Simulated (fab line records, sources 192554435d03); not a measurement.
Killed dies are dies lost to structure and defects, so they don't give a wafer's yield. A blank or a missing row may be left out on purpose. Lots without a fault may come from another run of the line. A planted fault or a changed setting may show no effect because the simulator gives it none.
Chamber matching | flow n5_finfet | N5_BEOL_M0_SAQP_STRIP_86 on rie_diel-02: 4 sister chambers
The step strips in N2/H2. 22 wafers are shown with their chamber, then 11 later ones without.

WAFERS WITH THEIR CHAMBER
wafer  | chamber | drypump_motor_current_A (A) | throttle_valve_pct (%) | showerhead_plenum_p_Torr (Torr)
L075.1 | 0       | 6.8                         | 18.9                   | 3.16
L075.2 | 1       | 5.6                         | 18.8                   | 3.50
L075.3 | 2       | 6.7                         | 19.0                   | 3.13
L075.4 | 3       | 6.2                         | 19.6                   | 3.23
L075.5 | 1       | 5.6                         | 18.8                   | 3.50
L075.6 | 0       | 6.8                         | 18.9                   | 3.16
L077.4 | 1       | 5.5                         | 18.8                   | 3.49
L077.5 | 0       | 6.7                         | 18.9                   | 3.15
L077.6 | 1       | 5.5                         | 18.8                   | 3.49
L080.1 | 1       | 5.5                         | 18.8                   | 3.49
L080.2 | 2       | 6.6                         | 19.0                   | 3.13
L080.4 | 1       | 5.6                         | 18.8                   | 3.49
L082.1 | 3       | 6.2                         | 19.6                   | 3.22
L082.3 | 1       | 5.5                         | 18.8                   | 3.49
L082.4 | 1       | 5.5                         | 18.8                   | 3.49
L084.1 | 2       | 6.7                         | 19.1                   | 3.12
L084.3 | 3       | 6.2                         | 19.6                   | 3.22
L084.4 | 1       | 5.6                         | 18.8                   | 3.49
L085.2 | 2       | 6.7                         | 19.0                   | 3.12
L085.4 | 3       | 6.2                         | 19.6                   | 3.22
L085.5 | 0       | 6.8                         | 18.6                   | 3.55
L087.2 | 3       | 6.2                         | 19.6                   | 3.21

SIGNATURES (means of the wafers above)
reading                  | chamber 0 | chamber 1 | chamber 2 | chamber 3 | scatter within a chamber
drypump_motor_current_A  | 6.775     | 5.544     | 6.675     | 6.200     | 0.0455
throttle_valve_pct       | 18.825    | 18.800    | 19.025    | 19.600    | 0.0645
showerhead_plenum_p_Torr | 3.2550    | 3.4922    | 3.1250    | 3.2200    | 0.0805
Rule: a wafer's distance from a chamber is the root of the sum, over the readings, of the square of ((its reading less the chamber's mean) divided by the reading's scatter). The wafer belongs to the nearest chamber; if the next one is less than 2 further off, it can't be placed. The scatter: the root of (the sum of the squares of (reading less its chamber's mean) over the shown wafers, divided by (wafers less chambers)).

WAFERS WITHOUT THEIR CHAMBER
wafer  | drypump_motor_current_A (A) | throttle_valve_pct (%) | showerhead_plenum_p_Torr (Torr)
L087.4 | 6.7                         | 19.1                   | 3.12
L087.6 | 6.7                         | 18.6                   | 3.55
L088.1 | 6.7                         | 19.0                   | 3.12
L088.3 | 5.6                         | 18.8                   | 3.48
L088.4 | 6.2                         | 19.6                   | 3.21
L094.2 | 6.2                         | 19.6                   | 3.21
L094.5 | 5.6                         | 18.9                   | 3.48
L094.6 | 6.7                         | 18.6                   | 3.54
L096.1 | 6.2                         | 19.6                   | 3.21
L096.2 | 6.7                         | 19.1                   | 3.11
L096.6 | 6.7                         | 19.1                   | 3.11

WHICH CHAMBER EACH WENT THROUGH
wafer  | from the rows above | in truth
L087.4 | 2                   | 2
L087.6 | 0                   | 0
L088.1 | 2                   | 2
L088.3 | 1                   | 1
L088.4 | 3                   | 3
L094.2 | 3                   | 3
L094.5 | 1                   | 1
L094.6 | 0                   | 0
L096.1 | 3                   | 3
L096.2 | 2                   | 2
L096.6 | 2                   | 2
Placed correctly: 11 of 11. Can't be placed from these rows: 0. Placed wrongly: 0.
